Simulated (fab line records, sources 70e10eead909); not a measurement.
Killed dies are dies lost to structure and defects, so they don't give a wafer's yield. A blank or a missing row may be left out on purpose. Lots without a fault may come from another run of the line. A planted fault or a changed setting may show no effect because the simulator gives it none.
Chamber matching | flow nand_harc | NHARC_A_BLC_ALD_23 on ald_metal-02: 4 sister chambers
The step deposits TiN, target thk 3 nm, pulse time 1 s, ald cycles 150. 14 wafers are shown with their chamber, then 7 later ones without.

WAFERS WITH THEIR CHAMBER
wafer  | chamber | heater_power_outer_w (W) | heater_power_w (W) | precursor_pulse_height_rel
L075.1 | 0       | 654                      | 1117               | 0.978
L075.4 | 1       | 760                      | 1156               | 0.986
L075.6 | 1       | 754                      | 1132               | 0.969
L076.1 | 3       | 582                      | 907                | 1.010
L076.4 | 0       | 653                      | 1092               | 1.011
L076.6 | 1       | 753                      | 1153               | 1.009
L078.2 | 3       | 584                      | 947                | 0.996
L078.4 | 2       | 648                      | 1043               | 1.002
L078.6 | 1       | 757                      | 1142               | 0.994
L083.3 | 2       | 646                      | 1078               | 1.001
L083.4 | 1       | 742                      | 1123               | 1.007
L083.5 | 0       | 661                      | 1143               | 0.989
L084.1 | 3       | 591                      | 903                | 1.008
L084.4 | 0       | 671                      | 1113               | 1.030

SIGNATURES (means of the wafers above)
reading                    | chamber 0 | chamber 1 | chamber 2 | chamber 3 | scatter within a chamber
heater_power_outer_w       | 659.75    | 753.20    | 647.00    | 585.67    | 6.63
heater_power_w             | 1116.25   | 1141.20   | 1060.50   | 919.00    | 19.7
precursor_pulse_height_rel | 1.00200   | 0.99300   | 1.00150   | 1.00467   | 0.0167
Rule: a wafer's distance from a chamber is the root of the sum, over the readings, of the square of ((its reading less the chamber's mean) divided by the reading's scatter). The wafer belongs to the nearest chamber; if the next one is less than 2 further off, it can't be placed. The scatter: the root of (the sum of the squares of (reading less its chamber's mean) over the shown wafers, divided by (wafers less chambers)).

WAFERS WITHOUT THEIR CHAMBER
wafer  | heater_power_outer_w (W) | heater_power_w (W) | precursor_pulse_height_rel
L084.5 | 665                      | 1048               | 0.988
L092.3 | 591                      | 913                | 1.002
L092.4 | 665                      | 1166               | 1.001
L092.6 | 649                      | 1046               | 1.023
L096.3 | 665                      | 1081               | 0.994
L096.4 | 753                      | 1161               | 0.989
L096.5 | 638                      | 1066               | 0.987

WHICH CHAMBER EACH WENT THROUGH
wafer  | from the rows above     | in truth
L084.5 | can't be placed: 2 or 0 | 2
L092.3 | 3                       | 3
L092.4 | 0                       | 0
L092.6 | 2                       | 2
L096.3 | can't be placed: 0 or 2 | 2
L096.4 | 1                       | 1
L096.5 | 2                       | 2
Placed correctly: 5 of 7. Can't be placed from these rows: 2 (the true chamber is among the candidates in 2). Placed wrongly: 0.
